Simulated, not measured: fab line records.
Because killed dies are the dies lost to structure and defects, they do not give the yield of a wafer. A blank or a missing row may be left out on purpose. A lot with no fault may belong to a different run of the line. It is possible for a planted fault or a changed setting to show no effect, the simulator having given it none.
Lot-split experiment || flow n5-finfet || on a route of 1938 steps: 7 lots, 21 wafers read

== ABOUT THE SPLIT ==
At N5_MOL_CONTACT_COAG_CVD_140 (deposits W, target thk 66.5 nm, time 215 s), the setting target-thk-a was moved away from the recipe's 665 angstrom on 7 of the 21 wafers read, by -8.5% to +13.4%. All remaining wafers had this setting at the recipe value.

Reading taken at the split's own step.

== THE READING ==
W_of_MOL_CONTACT_COAG_CVD_140.thk-nm (the simulator's own value, which no gauge read), in nm, at N5_MOL_CONTACT_COAG_CVD_140 (deposits W, target thk 66.5 nm, time 215 s). No usual value for it is given in the file. Here, 14 wafers ran the recipe; their average is 66.2 nm with a standard deviation of 0.47 nm.

{"wafer": "L075.2", "tool, chamber at the split": "cvd-w-02, 1", "target-thk-a as run, angstrom": 665, "against the recipe": "recipe", "W_of_MOL_CONTACT_COAG_CVD_140.thk-nm, nm": 66.6, "against lot-mates on the recipe": "-"}
{"wafer": "L075.3", "tool, chamber at the split": "cvd-w-02, 1,0", "target-thk-a as run, angstrom": 665, "against the recipe": "recipe", "W_of_MOL_CONTACT_COAG_CVD_140.thk-nm, nm": 66.2, "against lot-mates on the recipe": "-"}
{"wafer": "L075.4", "tool, chamber at the split": "cvd-w-02, 1,0", "target-thk-a as run, angstrom": 665, "against the recipe": "recipe", "W_of_MOL_CONTACT_COAG_CVD_140.thk-nm, nm": 66.2, "against lot-mates on the recipe": "-"}
{"wafer": "L081.3", "tool, chamber at the split": "cvd-w-02, 0", "target-thk-a as run, angstrom": 665, "against the recipe": "recipe", "W_of_MOL_CONTACT_COAG_CVD_140.thk-nm, nm": 65.2, "against lot-mates on the recipe": "-"}
{"wafer": "L081.5", "tool, chamber at the split": "cvd-w-02, 0", "target-thk-a as run, angstrom": 665, "against the recipe": "recipe", "W_of_MOL_CONTACT_COAG_CVD_140.thk-nm, nm": 65.8, "against lot-mates on the recipe": "-"}
{"wafer": "L081.6", "tool, chamber at the split": "cvd-w-02, 1", "target-thk-a as run, angstrom": 608.8, "against the recipe": "-8.5%", "W_of_MOL_CONTACT_COAG_CVD_140.thk-nm, nm": 60.4, "against lot-mates on the recipe": -5.1}
{"wafer": "L083.3", "tool, chamber at the split": "cvd-w-02, 0", "target-thk-a as run, angstrom": 721.9, "against the recipe": "+8.6%", "W_of_MOL_CONTACT_COAG_CVD_140.thk-nm, nm": 72.2, "against lot-mates on the recipe": "+6.0"}
{"wafer": "L083.5", "tool, chamber at the split": "cvd-w-02, 1", "target-thk-a as run, angstrom": 665, "against the recipe": "recipe", "W_of_MOL_CONTACT_COAG_CVD_140.thk-nm, nm": 66.2, "against lot-mates on the recipe": "-"}
{"wafer": "L083.6", "tool, chamber at the split": "cvd-w-02, 0", "target-thk-a as run, angstrom": 721.9, "against the recipe": "+8.6%", "W_of_MOL_CONTACT_COAG_CVD_140.thk-nm, nm": 71.4, "against lot-mates on the recipe": "+5.2"}
{"wafer": "L085.4", "tool, chamber at the split": "cvd-w-02, 0", "target-thk-a as run, angstrom": 665, "against the recipe": "recipe", "W_of_MOL_CONTACT_COAG_CVD_140.thk-nm, nm": 65.8, "against lot-mates on the recipe": "-"}
{"wafer": "L085.6", "tool, chamber at the split": "cvd-w-02, 0", "target-thk-a as run, angstrom": 665, "against the recipe": "recipe", "W_of_MOL_CONTACT_COAG_CVD_140.thk-nm, nm": 65.8, "against lot-mates on the recipe": "-"}
{"wafer": "L085.5", "tool, chamber at the split": "cvd-w-02, 1", "target-thk-a as run, angstrom": 665, "against the recipe": "recipe", "W_of_MOL_CONTACT_COAG_CVD_140.thk-nm, nm": 66.2, "against lot-mates on the recipe": "-"}
{"wafer": "L089.1", "tool, chamber at the split": "cvd-w-01, 0", "target-thk-a as run, angstrom": 665, "against the recipe": "recipe", "W_of_MOL_CONTACT_COAG_CVD_140.thk-nm, nm": 67, "against lot-mates on the recipe": "-"}
{"wafer": "L089.3", "tool, chamber at the split": "cvd-w-01, 0", "target-thk-a as run, angstrom": 665, "against the recipe": "recipe", "W_of_MOL_CONTACT_COAG_CVD_140.thk-nm, nm": 66.8, "against lot-mates on the recipe": "-"}
{"wafer": "L089.6", "tool, chamber at the split": "cvd-w-01, 0", "target-thk-a as run, angstrom": 753.8, "against the recipe": "+13.4%", "W_of_MOL_CONTACT_COAG_CVD_140.thk-nm, nm": 75.4, "against lot-mates on the recipe": "+8.5"}
{"wafer": "L094.1", "tool, chamber at the split": "cvd-w-02, 1", "target-thk-a as run, angstrom": 665, "against the recipe": "recipe", "W_of_MOL_CONTACT_COAG_CVD_140.thk-nm, nm": 65.8, "against lot-mates on the recipe": "-"}
{"wafer": "L094.3", "tool, chamber at the split": "cvd-w-02, 1", "target-thk-a as run, angstrom": 609.3, "against the recipe": "-8.4%", "W_of_MOL_CONTACT_COAG_CVD_140.thk-nm, nm": 60.6, "against lot-mates on the recipe": -5.2}
{"wafer": "L094.6", "tool, chamber at the split": "cvd-w-02, 0", "target-thk-a as run, angstrom": 609.3, "against the recipe": "-8.4%", "W_of_MOL_CONTACT_COAG_CVD_140.thk-nm, nm": 60.8, "against lot-mates on the recipe": -5.0}
{"wafer": "L096.1", "tool, chamber at the split": "cvd-w-02, 0", "target-thk-a as run, angstrom": 610.7, "against the recipe": "-8.2%", "W_of_MOL_CONTACT_COAG_CVD_140.thk-nm, nm": 61.4, "against lot-mates on the recipe": -5.2}
{"wafer": "L096.4", "tool, chamber at the split": "cvd-w-02, 0", "target-thk-a as run, angstrom": 665, "against the recipe": "recipe", "W_of_MOL_CONTACT_COAG_CVD_140.thk-nm, nm": 66.6, "against lot-mates on the recipe": "-"}
{"wafer": "L096.5", "tool, chamber at the split": "cvd-w-02, 0", "target-thk-a as run, angstrom": 665, "against the recipe": "recipe", "W_of_MOL_CONTACT_COAG_CVD_140.thk-nm, nm": 66.6, "against lot-mates on the recipe": "-"}
Rows listing several chambers each stand for several wafers; the file does not say which wafer went through which chamber.

FIT RESULTS
A straight line over all 21 wafers: W_of_MOL_CONTACT_COAG_CVD_140.thk-nm changes by +0.662 nm for each +1% of target-thk-a; r = +0.99; the points scatter about the line by 0.46 nm.
The same after taking each lot's own level away (the mean of its wafers on the recipe; 21 wafers): +0.631 nm for each +1%; r = +1.00; scatter 0.22 nm.
The reading moves by 8.4 nm for the largest change in target-thk-a, on that fit.
The lots' own levels span 65.50 to 66.90 nm, that is 3.0 times the standard deviation above.
The two slopes are in agreement: the lot-to-lot level therefore moves the slope only a little.
Check: with one of the wafers moved furthest among these (+13.4%) left out of the fit, the line predicts +8.46 nm for it against its lot-mates. Against them it came out at +8.5 nm.

== THE WHOLE CHAIN: every reading that the file lists as answering this split, in the file's order ==
{"step": "N5_MOL_CONTACT_COAG_CVD_140", "what it does": "deposits W, target thk 66.5 nm, time 215 s", "reading": "W_of_MOL_CONTACT_COAG_CVD_140.thk-nm (the simulator's own value, which no gauge read)", "change (the file's fit)": "+0.63 nm for each +1% of the setting", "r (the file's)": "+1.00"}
{"step": "N5_MOL_CONTACT_COAG_CMP_52", "what it does": "polishes, stops on SiO2, t overpolish 1.5 s, target thk 66.5 nm", "reading": "W_of_MOL_CONTACT_COAG_CVD_140.thk-nm (the simulator's own value, which no gauge read)", "change (the file's fit)": "not straight: 60.4 at the lowest setting, 66.2 at the recipe, 65.2 at the highest", "r (the file's)": "not given"}

== FILE'S OWN FIT ==
W_of_MOL_CONTACT_COAG_CVD_140.thk-nm changes by +0.63 nm for each +1% of target-thk-a, r = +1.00.
